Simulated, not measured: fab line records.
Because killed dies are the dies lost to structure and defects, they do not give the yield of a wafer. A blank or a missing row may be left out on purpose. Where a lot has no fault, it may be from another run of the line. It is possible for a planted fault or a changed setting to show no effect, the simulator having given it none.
A single fault, viewed from 2 desks | flow n5Finfet | what lay behind the numbers comes last; until then each desk has only its own

METROLOGY DESK
Means of the sampled wafers that have a number, per lot and without regard to the tool the lot ran on: this is what the gauges read. A lot is out of limits, marked OUT, if its mean lies more than 4 standard deviations from the usual mean; the brackets give that distance. It has 10 readings; the 7 that lie furthest out on some lot are the ones shown.
Columns: A = DIBL_N at N5_BEOL_M4_RC_MEAS_101, usual 37.1 mV/V; B = IOFF_P at N5_BEOL_M4_RC_MEAS_101, usual 0.23 nA/um; C = ION_N at N5_BEOL_M4_RC_MEAS_101, usual 682 uA/um; D = ION_P at N5_BEOL_M4_RC_MEAS_101, usual 468 uA/um; E = SS_N at N5_BEOL_M4_RC_MEAS_101, usual 71.9 mV/dec; F = VT_N at N5_BEOL_M4_RC_MEAS_101, usual 248 mV; G = VT_P at N5_BEOL_M4_RC_MEAS_101, usual -248 mV
lot  | first seen here | A    | B    | C   | D   | E    | F   | G
L978 | day 8 02:03     | 37.3 | 0.23 | 674 | 465 | 71.7 | 251 | -248
L979 | day 8 02:15     | 38.0 | 0.22 | 672 | 464 | 71.9 | 250 | -250
L981 | day 8 19:58     | 36.5 | 0.26 | 680 | 475 | 71.5 | 247 | -244
L982 | day 8 22:40     | 36.0 | 0.24 | 676 | 470 | 71.8 | 251 | -246
L980 | day 8 23:04     | 34.5 | 0.21 | 674 | 468 | 71.4 | 252 | -248
L988 | day 10 10:13    | 35.2 | 0.18 | 679 | 459 | 71.1 | 251 | -253
L990 | day 11 07:41    | 38.5 | 0.32 | 698 | 478 | 72.4 | 243 | -244
L995 | day 12 01:38    | 37.6 | 0.21 | 683 | 470 | 72.4 | 249 | -251
L997 | day 12 12:32    | 37.3 | 0.18 | 668 | 448 | 73.1 | 250 | -254
L100 | day 13 06:49    | 34.5 | 0.23 | 670 | 464 | 71.7 | 250 | -248
L101 | day 13 09:58    | 36.7 | 0.22 | 673 | 458 | 71.8 | 248 | -251
This desk's finding: nothing out of limits on any of the 11 lots.

DESK OF THE TOOL OWNER: cvdCo-01
The tool's own readings at N5_BEOL_M4_CVD_47 (deposits Co from CCTBA/H2, target thk 3 nm, time 223.8 s): means of the sampled wafers that have a number, for each lot that ran on this tool. A lot is out of limits, marked OUT, if its mean lies more than 4 standard deviations from the usual mean; the brackets give that distance.
Columns: A = runLengthS at N5_BEOL_M4_CVD_47, usual 246.8 s
lot  | first seen here | A
L978 | day 7 22:52     | 246.6
L979 | day 7 23:07     | 246.1
L988 | day 10 05:53    | 309.8 (+99 or more) OUT
L990 | day 11 03:31    | 373.6 (+99 or more) OUT
This desk finds L988, L990 out of limits, L988 being first, at day 10 05:53 (runLengthS at N5_BEOL_M4_CVD_47). L978, L979 stayed within limits.

BROUGHT TOGETHER
An alarm could have come from the tool owner's desk at day 10 05:53, on L988, L990.
The metrology desk saw nothing out of limits.
The metrology desk holds a record of L988, L990, inside its limits.
Of the lots named, all ran N5_BEOL_M4_CVD_47 on cvdCo-01.

WHAT THE SIMULATOR HAD PUT IN
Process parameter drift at N5_BEOL_M4_CVD_47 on cvdCo-01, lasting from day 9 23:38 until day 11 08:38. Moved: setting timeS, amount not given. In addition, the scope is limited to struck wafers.
Lots struck among those shown: L988, L990.
Each desk's first reading out of limits, in hours after the fault started: the tool owner's desk, 6.
